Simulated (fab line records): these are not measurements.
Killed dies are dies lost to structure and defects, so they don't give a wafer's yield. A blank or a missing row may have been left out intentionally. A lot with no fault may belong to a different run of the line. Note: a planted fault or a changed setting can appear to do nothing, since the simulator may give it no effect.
Comparing a struck lot with a sound one ; flow nand_harc ; 15 steps out of a route of 1302
Sound: the wafers L240.1, L240.2, L240.4. Struck: wafers L258.3, L258.5. (L258.6 of the same lot was not struck and is left out.) The cause comes at the end.
At each step with rows: each side's tool, then ch and its chambers, then its first start. Under that, the readings that differ: sound wafers ; struck wafers ; difference of the means ; sigmas: that difference in standard deviations of wafers without a fault.
alike: a reading whose means differ by less than 2 such deviations, as well as words and numbers matching on both sides. not compared: withheld readings; readings where some wafer has no value; bounds like >300 that might hide an equal value; numbers whose values overlap and for which the record gives no deviation.
A row with sigmas, a row that says differs or no value, or rows on one side alone: a step with any of these is where the two part. When numbers do not overlap yet have no deviation, they are printed without sigmas and do not part them. A reading missing from all wafers of one side parts the sides only when that side holds two or more wafers.

first, 5 steps without rows for these wafers: NHARC_A_CHANNEL_HOLE_D2_SOFTBAKE_05 (time 55 s); NHARC_A_CHANNEL_HOLE_D2_EBR_06; NHARC_A_CHANNEL_HOLE_D2_EXPOSE_07 (exposes mask HOLE D2, target cd 100 nm); NHARC_A_CHANNEL_HOLE_D2_PEB_08 (peb time 65 s); NHARC_A_CHANNEL_HOLE_D2_DEVELOP_09 (develop time 35 s).
NHARC_A_CHANNEL_HOLE_D2_CD_MEAS_10 targets a cd of 100 nm.
  sound on cd_sem-02 ch 0, day 13 02:28; struck on cd_sem-01 ch 0, day 21 00:00
  alike: cd_nm
NHARC_A_CHANNEL_HOLE_D2_OVL_MEAS_11:
  sound on overlay-01 at day 13 02:34; struck on overlay-02 at day 21 00:05
  alike: overlay_x_nm, overlay_y_nm
NHARC_A_CHANNEL_HOLE_D2_INSPECT_12:
  sound on defect_inspect-02 at day 13 02:35; struck on defect_inspect-02 at day 21 00:07
  alike: raw_defect_count
NHARC_A_CHANNEL_HOLE_D2_DESCUM_15: chemistry O2, time 3 s.
  sound on rie_diel-12 ch 1,2,3, day 13 02:39; struck on rie_diel-12 ch 0,3, day 21 00:11
  alike: drypump_motor_current_A, oes_product_au, rf_vpp_V, showerhead_plenum_p_Torr, throttle_valve_pct
  not compared: rf_hours_counter_h
NHARC_A_CHANNEL_HOLE_D2_ETCH_38: etches the open film in CF4, target depth 39 nm, time 65 s.
  sound on rie_diel-12 ch 1,3, day 13 02:45; struck on rie_diel-12 ch 2,3, day 21 00:16
  alike: bias_w, drypump_motor_current_A, oes_product_au, rf_vpp_V, run_length_s, showerhead_plenum_p_Torr, throttle_valve_pct
  not compared: rf_hours_counter_h
NHARC_A_CHANNEL_HOLE_D2_ETCH_39: etches the open film in N2/H2, target depth 260 nm, time 325 s.
  sound on rie_diel-12 ch 1,3; struck on rie_diel-12 ch 1,2
  alike: bias_w, drypump_motor_current_A, oes_product_au, rf_vpp_V, run_length_s, showerhead_plenum_p_Torr, throttle_valve_pct
  not compared: rf_hours_counter_h
NHARC_A_CHANNEL_HOLE_D2_ETCH_34: etches the open film in CF4/CHF3, target depth 154 nm, time 77 s.
  sound on rie_diel-12 ch 1,2; struck on rie_diel-12 ch 3
reading;sound;struck;difference;sigmas
oes_product_au (a.u.);0.965 0.982 0.971;0.926 0.936;-0.042;-2
  alike: bias_w, drypump_motor_current_A, rf_vpp_V, run_length_s, showerhead_plenum_p_Torr, throttle_valve_pct
  not compared: rf_hours_counter_h
NHARC_A_CHANNEL_HOLE_D2_ETCH_16: etches the open film in O2/COS, target depth 3100 nm, time 806 s.
  sound on rie_diel-12 ch 1,2,3, day 13 03:16; struck on rie_diel-12 ch 1,2, day 21 00:49
reading;sound;struck;difference;sigmas
bias_w (W);298.8 300.9 299.6;- -;no value on the struck wafers;
run_length_s (s);827.4 827.3 827.1;633.8 633.9;-193.4;-99 or more
  alike: drypump_motor_current_A, oes_product_au, rf_vpp_V, showerhead_plenum_p_Torr, throttle_valve_pct
  not compared: rf_hours_counter_h
NHARC_A_CHANNEL_HOLE_D2_CD_MEAS_18:
  sound on cd_sem-03 at day 13 03:58; struck on cd_sem-03 at day 21 01:17
  alike: cd_nm
-- record jumps: 11 days between struck wafers' starts before vs after; left off in module A_CHANNEL_HOLE_D2, resumes in module END, first step shown is number 1302 of the route --
NHARC_END_SORT_01:
  the record has rows for the struck wafers here (prober-01 ch 0, day 32 02:50) and none for the sound ones

## WHERE THEY PART
Earliest at NHARC_A_CHANNEL_HOLE_D2_ETCH_34; latest, in this record, at NHARC_END_SORT_01.

WHY: the cause the simulator had injected
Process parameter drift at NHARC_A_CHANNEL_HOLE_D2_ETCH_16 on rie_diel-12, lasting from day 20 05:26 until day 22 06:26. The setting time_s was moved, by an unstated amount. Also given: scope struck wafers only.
